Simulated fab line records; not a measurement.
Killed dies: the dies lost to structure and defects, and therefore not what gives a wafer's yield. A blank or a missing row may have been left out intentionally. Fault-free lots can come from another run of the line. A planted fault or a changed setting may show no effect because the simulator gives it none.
fab line records | flow n5Finfet | part 2 of 2: steps 5 to 6 of 6
record lots=24 wafers=72 lastDay=19
route steps=1938 shown BEOL_M1@824 BEOL_M2@855
lots untouched by any fault: they come from a run of this same line in which no faults occurred
startH: hours from the record's first day to the start of the lot's first wafer shown | waitH: hours from the lot's prior step to this one | " repeats the value in the row above | L1.1+2: several wafers, shown together as one row | - no value, or no start given | * or withheld: withheld | < > ~ a bound
route shown NAME@n: NAME is a module with steps in the file, n the number in the route of the first one | usual: the fault-free wafers' mean and standard deviation | same: alike in all rows | chamber/n: place in a boat | sites: the reading at each site | _std_site: standard deviation across them | _edge_site: mean of outer sites minus mean of inner sites | radiusMm: how far each site lies from the wafer's centre | mask NAME#n: copy n | behind: the last tool/chamber to shape the wafer | hold: why the lot was held/for how many hours/how that ended | device: names the non-switching transistor (n, p or np) | end of line: the route-end tests of the same wafers | a step with no rows: only its recipe | killed: at the first sort, the dies lost to defects and structure; wafer yield is something else | map: shows each die of a wafer: x if killed, . if not, _ if none is there
set.NAME: setting as actually run; set.NAME@STEP: the setting as run at that earlier step | model.NAME: the simulator's own value behind a step, which no gauge read
the route's steps for a sample of lots (tables are steps, rows are wafers)
services: when a tool's chamber went out of use (startH, in hours from the record's first day, below 0 if earlier), for how many hours, and the reason
## steps
# step N5_BEOL_M2_ETCH_69
# recipe chemistry=CF4 target=SiARC targetDepthA=156 maskMaterial=CAR-EUV timeS=26 ionEnergyEv=80 pressureMtorr=40 sourceW=545 biasW=36 Ar_flow_sccm=100 cf4FlowSccm=100 ends=cleared
# usual drypumpMotorCurrentA=5.5/0.36 etchRfOnTimeS=26.0/0.42 oesProductAu=0.65/0.052 rfVppV=183.9/1.1 showerheadPlenumPTorr=2.13/0.059 throttleValvePct=15.78/0.21
# columns lot.wafer tool chamber startH waitH drypumpMotorCurrentA etchRfOnTimeS oesProductAu rfHoursCounterH rfVppV showerheadPlenumPTorr throttleValvePct
L074.1 rieDiel-06 2 134.39 0.0 5.1 25.7 0.61 182 183.9 2.22 15.74
L074.3 " 3 " " 5.9 25.7 0.65 148 183.5 2.07 15.74
L074.5 " 1 " " 5.2 25.7 0.59 - 183.1 2.12 15.86
L075.2 rieDiel-02 2 147.81 0.0 5.3 26.1 0.61 193 183.4 2.05 16.12
L075.4 " 0 " " 6.2 26.0 0.67 143 184.4 2.06 15.53
L075.6 " 0 " " 6.2 25.7 0.66 - 182.3 2.07 15.54
L076.1 rieDiel-02 0 147.96 0.0 6.1 26.0 0.67 143 182.7 2.06 15.54
L076.4 " 1 " " 5.3 26.3 0.65 135 184.8 2.15 15.62
L076.6 " 3 " " 5.1 26.0 0.64 - 185.1 2.22 15.96
L077.1 rieDiel-01 0 148.84 0.0 5.7 26.2 0.72 62 184.3 2.16 15.58
L077.4 " 2 " " 5.7 25.7 0.70 88 186.1 2.16 15.68
L077.6 " 3 " " 5.7 25.3 0.64 - 182.5 2.13 15.83
L078.2 rieDiel-01 1 161.08 0.0 5.7 25.9 0.79 22 184.1 2.19 15.51
L078.4 " 3 " " 5.7 25.0 0.64 181 182.8 2.13 15.82
L078.6 " 0 " " 5.8 26.2 0.72 - 184.5 2.16 15.59
L079.2 rieDiel-02 2 172.45 0.0 5.3 25.8 0.61 203 183.3 2.05 16.15
L079.3 " 1 " " 5.2 26.1 0.65 142 184.2 2.15 15.63
L079.5 " 3 " " 5.1 26.1 0.64 - 185.5 2.21 15.98
L080.1 rieDiel-01 1 174.26 0.0 5.7 26.4 0.77 27 184.4 2.18 15.50
L080.3 " 0 " " 5.7 26.8 0.70 72 183.5 2.16 15.60
L080.5 " 3 " " 5.7 25.1 0.63 - 183.8 2.13 15.85
L081.1 rieDiel-02 0 174.37 0.0 6.1 26.4 0.66 154 183.4 2.06 15.57
L081.2 " 1 " " 5.3 26.5 0.65 142 184.6 2.15 15.62
L081.6 " 0 " " 6.2 26.4 0.65 - 183.8 2.06 15.57
L082.1 rieDiel-06 0 187.56 0.0 5.2 26.9 0.60 207 184.4 2.21 16.02
L082.4 " 3 " " 5.9 26.2 0.63 - 184.1 2.07 15.77
L082.5 " 0 " " 5.2 26.8 0.60 - 185.7 2.21 16.02
L083.2 rieDiel-01 2 190.90 0.0 5.6 25.0 0.69 102 185.7 2.16 15.72
L083.4 " 3 " " 5.7 24.7 0.64 191 184.6 2.13 15.86
L083.6 " 2 " " 5.6 25.5 0.68 - 184.2 2.16 15.71
L084.2 rieDiel-01 2 210.21 0.0 5.7 25.6 0.68 109 184.6 2.15 15.73
L084.5 " 0 " " 5.7 26.3 0.69 - 182.8 2.16 15.63
L084.6 " 3 " " 5.7 24.9 0.63 - 183.0 2.12 15.87
L085.2 rieDiel-02 2 213.49 0.0 5.3 26.1 0.60 210 183.2 2.05 16.14
L085.5 " 3 " " 5.1 26.4 0.62 - 185.9 2.21 16.01
L085.6 " 0 " " 6.2 26.2 0.64 - 183.8 2.06 15.58
L087.2 rieDiel-01 2 218.74 0.0 5.7 25.9 0.67 112 184.3 2.15 15.74
L087.3 " 1 " " 5.7 26.0 0.76 41 185.9 2.18 15.53
L087.6 " 1 " " 5.7 25.8 0.76 - 185.6 2.18 15.53
L086.1 rieDiel-06 3 221.84 0.0 5.9 26.3 0.63 186 182.9 2.06 15.80
L086.3 " 1 " " 5.1 25.7 0.84 11 184.4 2.12 15.43
L086.5 " 3 " " 5.9 26.0 0.62 - 182.3 2.06 15.81
L088.2 rieDiel-01 0 222.11 0.0 5.7 26.5 0.69 86 185.0 2.16 15.64
L088.3 " 3 " " 5.7 25.2 0.62 201 184.3 2.12 15.86
L088.4 " 2 " " 5.7 25.8 0.67 113 183.8 2.15 15.75
L089.1 rieDiel-06 0 227.76 0.0 5.2 26.2 0.60 225 184.3 2.20 16.04
L089.4 " 2 " " 5.1 26.0 0.59 216 184.4 2.21 15.81
L089.6 " 3 " " 5.9 25.9 0.63 - 180.7 2.06 15.80
L090.3 rieDiel-02 2 228.76 0.0 5.3 26.2 0.59 216 183.5 2.05 16.16
L090.4 " 1 " " 5.2 26.1 0.64 161 185.1 2.14 15.67
L090.6 " 1 " " 5.2 26.2 0.63 - 183.1 2.14 15.67
L091.2 rieDiel-02 3 245.55 0.0 5.1 26.0 0.61 206 184.3 2.20 16.03
L091.5 " 3 " " 5.1 26.1 0.61 - 184.3 2.20 16.04
L091.6 " 0 " " 6.1 25.8 0.64 - 182.6 2.05 15.61
L092.3 rieDiel-01 0 245.97 0.0 5.7 26.3 0.68 95 183.2 2.15 15.67
L092.5 " 0 " " 5.8 26.3 0.68 - 186.4 2.15 15.65
L092.6 " 3 " " 5.7 25.3 0.62 - 184.5 2.12 15.88
L093.2 rieDiel-02 0 252.63 0.0 6.1 26.1 0.63 181 182.7 2.05 15.62
L093.3 " 2 " " 5.3 26.2 0.59 224 182.2 2.04 16.18
L093.4 " 3 " " 5.1 25.9 0.62 207 184.9 2.20 16.05
L095.2 rieDiel-02 0 260.48 0.0 6.2 25.9 0.64 184 184.9 2.05 15.61
L095.5 " 2 " " 5.3 25.9 0.59 - 181.9 2.04 16.19
L095.6 " 1 " " 5.2 26.0 0.63 - 184.4 2.14 15.69
L094.3 rieDiel-02 2 260.66 0.0 5.3 26.3 0.59 227 182.5 2.04 16.20
L094.5 " 0 " " 6.1 26.0 0.64 - 182.1 2.05 15.62
L094.6 " 1 " " 5.2 26.6 0.63 - 183.7 2.14 15.69
L096.1 rieDiel-02 1 276.52 0.0 5.2 25.9 0.63 176 185.0 2.14 15.72
L096.2 " 3 " " 5.1 25.9 0.61 214 183.9 2.20 16.06
L096.5 " 1 " " 5.2 25.8 0.63 - 182.7 2.14 15.70
L097.3 rieDiel-02 3 286.16 0.0 5.1 26.3 0.61 217 185.1 2.20 16.06
L097.4 " 0 " " 6.1 26.1 0.63 191 182.5 2.05 15.64
L097.5 " 0 " " 6.2 26.2 0.63 - 182.1 2.05 15.64
# step N5_BEOL_M2_TRENCH_ETCH_37
# recipe chemistry=C4F6/O2 targetDepthA=555.55 target=SiOC timeS=29.2 ionEnergyEv=250 pressureMtorr=30 sourceW=355 biasW=185 Ar_flow_sccm=300 C4F6_flow_sccm=10 O2_flow_sccm=10
# usual drypumpMotorCurrentA=5.6/0.31 oes_ar_750_au=0.77/0.063 oesProductAu=0.76/0.065 rfVppV=667/13 showerheadPlenumPTorr=2.84/0.077 throttleValvePct=21.05/0.19
# columns lot.wafer tool chamber startH waitH drypumpMotorCurrentA oes_ar_750_au oesProductAu rfHoursCounterH rfVppV showerheadPlenumPTorr throttleValvePct
L074.1 rieDiel-01 1 - - 5.7 0.93 0.95 12 680 2.91 20.75
L074.3 " 2 " " 5.7 0.82 0.81 83 655 2.87 20.93
L074.5 " 2 " " 5.7 0.82 0.81 - 655 2.87 20.95
L075.2 rieDiel-06 0 - - 5.2 0.74 0.71 191 652 2.94 21.20
L075.4 " 2 " " 5.1 0.72 0.71 - 670 2.97 21.08
L075.6 " 0 " " 5.2 0.73 0.71 - 652 2.94 21.22
L076.1 rieDiel-01 0 - - 5.7 0.84 0.84 62 672 2.89 21.01
L076.4 " 3 " " 5.7 0.75 0.75 177 670 2.83 21.09
L076.6 " 3 " " 5.7 0.75 0.75 - 673 2.83 21.06
L077.1 rieDiel-02 1 - - 5.3 0.76 0.77 135 656 2.85 20.81
L077.4 " 0 " " 6.1 0.78 0.77 143 654 2.75 20.78
L077.6 " 0 " " 6.2 0.78 0.78 - 654 2.75 20.78
L078.2 rieDiel-01 0 - - 5.7 0.84 0.83 68 672 2.89 20.99
L078.4 " 3 " " 5.8 0.75 0.74 182 673 2.83 21.08
L078.6 " 0 " " 5.7 0.83 0.83 - 671 2.89 20.99
L079.2 rieDiel-01 2 - - 5.7 0.81 0.80 98 655 2.86 20.99
L079.3 " 3 " " 5.7 0.74 0.74 186 671 2.83 21.08
L079.5 " 0 " " 5.8 0.83 0.82 - 672 2.89 21.01
L080.1 rieDiel-02 3 - - 5.1 0.74 0.74 183 688 2.95 21.32
L080.3 " 0 " " 6.1 0.77 0.76 157 653 2.75 20.81
L080.5 " 1 " " 5.2 0.75 0.76 - 655 2.85 20.83
L081.1 rieDiel-01 3 - - 5.7 0.74 0.74 191 672 2.83 21.09
L081.2 " 1 " " 5.8 0.90 0.91 31 679 2.90 20.80
L081.6 " 3 " " 5.7 0.74 0.73 - 672 2.83 21.09
L082.1 rieDiel-06 3 - - 5.9 0.76 0.75 172 643 2.74 21.05
L082.4 " 3 " " 5.9 0.75 0.75 - 644 2.74 21.03
L082.5 " 2 " " 5.2 0.70 0.69 - 670 2.96 21.11
L083.2 rieDiel-02 0 - - 6.2 0.76 0.75 164 653 2.74 20.82
L083.4 " 2 " " 5.3 0.71 0.70 207 681 2.71 21.36
L083.6 " 2 " " 5.3 0.71 0.70 - 682 2.71 21.35
L084.2 rieDiel-06 2 - - 5.1 0.70 0.69 215 669 2.96 21.11
L084.5 " 0 " " 5.2 0.71 0.69 - 653 2.93 21.24
L084.6 " 3 " " 5.9 0.76 0.74 - 644 2.74 21.06
L085.2 rieDiel-01 2 - - 5.7 0.79 0.79 111 655 2.86 20.99
L085.5 " 2 " " 5.7 0.79 0.78 - 654 2.86 20.98
L085.6 " 1 " " 5.8 0.88 0.88 - 679 2.89 20.79
L087.2 rieDiel-06 3 - - 5.9 0.74 0.73 187 645 2.74 21.05
L087.3 " 1 " " 5.2 0.96 0.97 12 677 2.83 20.87
L087.6 " 3 " " 5.9 0.74 0.73 - 643 2.74 21.07
L086.1 rieDiel-01 1 - - 5.7 0.87 0.89 44 676 2.89 20.80
L086.3 " 0 " " 5.8 0.81 0.81 88 672 2.88 21.04
L086.5 " 2 " " 5.7 0.79 0.78 - 655 2.86 20.99
L088.2 rieDiel-01 0 - - 5.7 0.81 0.81 90 672 2.88 21.03
L088.3 " 3 " " 5.7 0.73 0.73 203 671 2.82 21.11
L088.4 " 1 " " 5.8 0.87 0.88 46 679 2.89 20.82
L089.1 rieDiel-02 2 - - 5.3 0.71 0.70 218 682 2.71 21.36
L089.4 " 3 " " 5.1 0.72 0.72 201 686 2.94 21.36
L089.6 " 3 " " 5.1 0.72 0.73 - 686 2.94 21.34
L090.3 rieDiel-02 1 - - 5.2 0.74 0.75 164 655 2.84 20.85
L090.4 " 2 " " 5.3 0.70 0.70 220 681 2.71 21.39
L090.6 " 1 " " 5.2 0.74 0.75 - 656 2.84 20.87
L091.2 rieDiel-02 1 - - 5.3 0.74 0.74 167 656 2.84 20.87
L091.5 " 2 " " 5.3 0.70 0.70 - 682 2.71 21.39
L091.6 " 3 " " 5.1 0.72 0.72 - 687 2.94 21.33
L092.3 rieDiel-02 3 - - 5.1 0.71 0.71 207 688 2.94 21.35
L092.5 " 1 " " 5.3 0.73 0.73 - 656 2.84 20.88
L092.6 " 2 " " 5.3 0.70 0.69 - 682 2.71 21.40
L093.2 rieDiel-02 0 - - 6.2 0.75 0.74 183 651 2.73 20.84
L093.3 " 3 " " 5.1 0.71 0.72 209 686 2.94 21.38
L093.4 " 2 " " 5.3 0.69 0.70 226 683 2.70 21.40
L095.2 rieDiel-01 0 - - 5.8 0.80 0.79 101 671 2.88 21.05
L095.5 " 3 " " 5.7 0.72 0.72 - 671 2.82 21.13
L095.6 " 2 " " 5.7 0.78 0.76 - 655 2.85 21.01
L094.3 rieDiel-01 0 - - 5.8 0.80 0.79 104 671 2.88 21.06
L094.5 " 2 " " 5.7 0.78 0.76 - 656 2.85 20.99
L094.6 " 3 " " 5.7 0.72 0.72 - 671 2.82 21.12
L096.1 rieDiel-02 1 - - 5.2 0.72 0.73 176 657 2.83 20.89
L096.2 " 3 " " 5.1 0.72 0.71 214 686 2.94 21.36
L096.5 " 1 " " 5.2 0.72 0.73 - 657 2.83 20.88
L097.3 rieDiel-01 0 - - 5.7 0.79 0.79 108 672 2.87 21.07
L097.4 " 3 " " 5.7 0.71 0.72 223 671 2.81 21.13
L097.5 " 1 " " 5.7 0.85 0.86 - 679 2.88 20.84
## services
# columns tool chamber startH hours kind
pvdSputter-01 - 115.70 5.3 repair
rieDiel-06 1 144.17 - clean
rieDiel-06 1 144.17 - consumableReplace:focusRing
rieDiel-06 1 144.17 14.5 scheduledDown
rieDiel-06 1 144.17 14.5 ventCycle
rieDiel-02 2 173.19 5.9 repair
rieDiel-06 1 176.21 35.1 repair
rieDiel-02 - 182.74 0.5 repair
rieDiel-02 2 192.53 6.0 repair
rieMetal-03 - 206.56 0.5 repair
rieDiel-06 2 229.79 1.7 repair
rieMetal-03 1 238.12 25.3 repair
rieMetal-01 1 248.75 2.4 repair
rieMetal-01 - 253.60 2.8 pm
rieMetal-02 0 263.05 10.3 repair
rieMetal-02 - 267.25 1.4 pm
